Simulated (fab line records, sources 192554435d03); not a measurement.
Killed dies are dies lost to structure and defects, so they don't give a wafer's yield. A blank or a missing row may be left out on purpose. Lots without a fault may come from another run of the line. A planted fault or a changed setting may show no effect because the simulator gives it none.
One fault seen from 2 desks | flow n5_finfet | each desk has only its own numbers; what lay behind them comes last

THE METROLOGY DESK
What the gauges read, lot by lot, whatever tool the lot ran on: means of the sampled wafers that have a number. A lot is out of limits, marked OUT, if its mean lies more than 4 standard deviations from the usual mean; the brackets give that distance. Of its 11 readings 7 are shown: those that lie furthest out on some lot.
Columns: A = DIBL_N at N5_BEOL_M4_RC_MEAS_101, usual 35.9 mV/V; B = DIBL_P at N5_BEOL_M4_RC_MEAS_101, usual 36.3 mV/V; C = IOFF_P at N5_BEOL_M4_RC_MEAS_101, usual 0.208 nA/um; D = ION_P at N5_BEOL_M4_RC_MEAS_101, usual 462 uA/um; E = SS_P at N5_BEOL_M4_RC_MEAS_101, usual 73.3 mV/dec; F = VT_N at N5_BEOL_M4_RC_MEAS_101, usual 250.4 mV; G = VT_P at N5_BEOL_M4_RC_MEAS_101, usual -250.5 mV
lot  | first seen here | A    | B    | C     | D   | E    | F     | G
L757 | day 4 00:32     | 35.5 | 35.4 | 0.175 | 455 | 73.0 | 251.5 | -255.8
L763 | day 5 14:54     | 36.5 | 36.2 | 0.225 | 469 | 73.7 | 249.5 | -249.8
L764 | day 5 20:55     | 37.8 | 38.8 | 0.240 | 470 | 74.4 | 247.9 | -249.3
L771 | day 7 15:02     | 36.7 | 37.0 | 0.239 | 465 | 73.8 | 245.2 | -247.5
L772 | day 7 19:45     | 36.4 | 37.0 | 0.254 | 473 | 73.6 | 247.6 | -247.9
L774 | day 8 08:26     | 34.7 | 35.9 | 0.169 | 456 | 73.2 | 253.1 | -255.1
L775 | day 8 13:11     | 35.5 | 35.6 | 0.195 | 459 | 73.2 | 250.3 | -250.0
L776 | day 8 23:05     | 33.9 | 34.7 | 0.216 | 468 | 73.1 | 251.1 | -247.3
L777 | day 9 00:53     | 34.5 | 36.6 | 0.198 | 465 | 73.2 | 251.0 | -251.8
This desk's finding: nothing out of limits on any of the 9 lots.

THE TOOL OWNER'S DESK: rie_diel-06
The tool's own readings at N5_HKMG_FIN_ETCH_54 (etches SiARC in CF4, target depth 45.5 nm, time 75.8 s): means of the sampled wafers that have a number, for each lot that ran on this tool. A lot is out of limits, marked OUT, if its mean lies more than 4 standard deviations from the usual mean; the brackets give that distance.
Columns: A = drypump_motor_current_A at N5_HKMG_FIN_ETCH_54, usual 5.8 A; B = etch_rf_on_time_s at N5_HKMG_FIN_ETCH_54, usual 75.5 s; C = oes_product_au at N5_HKMG_FIN_ETCH_54, usual 0.68 a.u.; D = rf_vpp_V at N5_HKMG_FIN_ETCH_54, usual 183.7 V; E = showerhead_plenum_p_Torr at N5_HKMG_FIN_ETCH_54, usual 2.12 Torr; F = throttle_valve_pct at N5_HKMG_FIN_ETCH_54, usual 15.64 %
lot  | first seen here | A   | B              | C    | D     | E    | F
L757 | day 4 00:39     | 6.0 | 75.2           | 0.70 | 182.9 | 2.10 | 15.50
L764 | day 5 21:02     | 5.7 | 74.8           | 0.77 | 184.0 | 2.15 | 15.39
L771 | day 7 16:26     | 5.7 | 88.2 (+12) OUT | 0.72 | 184.4 | 2.22 | 15.35
L772 | day 7 21:03     | 5.9 | 89.6 (+13) OUT | 0.69 | 183.9 | 2.15 | 15.40
This desk's finding: out of limits on L771, L772; first on L771, day 7 16:26 (etch_rf_on_time_s at N5_HKMG_FIN_ETCH_54). In limits: L757, L764.

PUT TOGETHER
The tool owner's desk could have raised an alarm at day 7 16:26, on L771, L772.
The metrology desk saw nothing out of limits.
The metrology desk has L771, L772 on record, within its limits.
Of the lots named, all ran N5_HKMG_FIN_ETCH_54 on rie_diel-06.

WHAT THE SIMULATOR HAD PUT IN
Process parameter drift: rie_diel-06, from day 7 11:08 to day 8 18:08, at N5_HKMG_FIN_ETCH_54. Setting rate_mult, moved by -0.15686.
Lots struck among those shown: L771, L772.
Hours from the fault's start to each desk's first reading out of limits: the tool owner's desk, 5.
